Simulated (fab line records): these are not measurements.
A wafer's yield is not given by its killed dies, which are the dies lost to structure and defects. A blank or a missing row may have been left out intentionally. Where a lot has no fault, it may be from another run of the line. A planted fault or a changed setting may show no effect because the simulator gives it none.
A lot that was struck, set against a sound lot / flow n5Finfet / 16 out of 1938 route steps
Sound: these wafers, L717.3, L717.5, L717.6. Struck: wafer L730.4 (L730.3, L730.6, from the same lot, were not struck and are left out); the cause is given at the end.
Order at every step that has rows: each side's tool, ch and its chambers, its first start. Under that, the readings that differ: sound wafers / struck wafers / difference of the means / sigmas: that difference in standard deviations of wafers without a fault.
alike: words and numbers the same on both sides, and readings whose means are apart by under 2 such deviations; not compared: readings that were withheld, readings missing a value for some wafer, numbers with overlapping values and no deviation given by the record, and bounds like >300 which may hide the same value.
A row with sigmas, a row that says differs or no value, or rows on one side alone: a step with any of these is where the two part. Numbers that don't overlap but have no deviation are shown without sigmas and don't part them. Lack of a reading on every wafer of one side parts them only where that side has two or more wafers.

N5_BEOL_M8_ALD_77: deposits TaN, target thk 2 nm, pulse time 2 s, purge time 3 s.
  sound on aldMetal-04 ch 0,1,2, day 9 16:44; struck on aldMetal-03 ch 2, day 13 07:59
  alike: heaterPowerW, mfcCarrierSccm
N5_BEOL_M8_SURFACE_TREAT_79:
  struck on pvdSputter-01, day 13 08:18; sound on pvdSputter-03, day 9 17:01
  not compared: pressureMtorr, throttleValvePct
then, 5 steps without rows for these wafers: N5_BEOL_M8_CVD_78 (deposits Co from CCTBA/H2, target thk 2 nm, time 142.3 s); N5_BEOL_M8_SPUTTER_48 (material Cu, target thk 10 nm, time 1.667 s); N5_BEOL_M8_ECD_50 (material Cu, target thk 300 nm); N5_BEOL_M8_ANNEAL_51 (time 90 s); N5_BEOL_M8_CMP_52 (polishes, stops on SiCOH lowk, t overpolish 6.9 s, target thk 80 nm).
N5_BEOL_M8_THK_MEAS_53: measures by xrf.
  struck on filmMetro-02, day 13 11:08; sound on filmMetro-01, day 9 18:35
  alike: M8_THK
then, 1 step without rows for these wafers: N5_BEOL_M8_PRE_CLEAN_55 (time 15 s).
N5_BEOL_M8_DEP_56: deposits SiCN from 3MS/NH3, target thk 10 nm, time 17.5 s.
  sound on pecvd-04 ch 1,2, day 9 18:39; struck on pecvd-02 ch 1, day 13 11:11
  alike: showerheadPlenumPTorr, throttleValvePct
N5_BEOL_M8_RS_MEAS_57: measures by four-point-probe.
  struck on filmMetro-02, day 13 11:16; sound on filmMetro-02, day 9 18:44
  alike: M8_RS
N5_BEOL_M8_INSPECT_58: inspects for defects (darkfield).
  struck on defectInspect-02, day 13 11:17; sound on defectInspect-01, day 9 18:45
  alike: rawDefectCount
N5_BEOL_M9_ILD_DEP_00: deposits SiCOH lowk from DEMS/porogen, target thk 308.51 nm, time 58 s.
  sound on pecvd-03 ch 0,1, day 9 18:47; struck on pecvd-01 ch 0, day 13 11:20
reading=throttleValvePct (%); sound=14.0 13.9 13.7; struck=15.9; difference=+2.0; sigmas=+3
  alike: heaterPowerW, showerheadPlenumPTorr
N5_BEOL_M9_CURE_71: cures SiCOH lowk, time 240 s.
  sound on uvCure-01 ch 2, day 9 19:13; struck on uvCure-03 ch 0, day 13 11:34
  alike: lampPowerPct, wafer_temp_C_max
N5_BEOL_M9_THK_MEAS_01:
  struck on filmMetro-02, day 13 11:55; sound on filmMetro-02, day 9 19:35
reading=M9_ILD_THK (nm); sound=269 268 273; struck=234; difference=-36; sigmas=-11
N5_BEOL_M9_PECVD_70: deposits SiO2 from TEOS/O2, target thk 20 nm, time 22.7 s.
  sound on pecvd-01 ch 0,1, day 9 19:38; struck on pecvd-02 ch 2, day 13 11:57
reading=throttleValvePct (%); sound=23.6 23.5 24.5; struck=21.2; difference=-2.7; sigmas=-2
  alike: heaterPowerW, showerheadPlenumPTorr

== WHERE THEY PART ==
Earliest at N5_BEOL_M9_ILD_DEP_00; latest, in this record, at N5_BEOL_M9_PECVD_70.

WHY: the cause the simulator had injected
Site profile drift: pecvd-01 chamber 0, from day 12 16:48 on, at N5_BEOL_M9_ILD_DEP_00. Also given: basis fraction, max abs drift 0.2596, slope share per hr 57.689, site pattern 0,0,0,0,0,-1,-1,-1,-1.
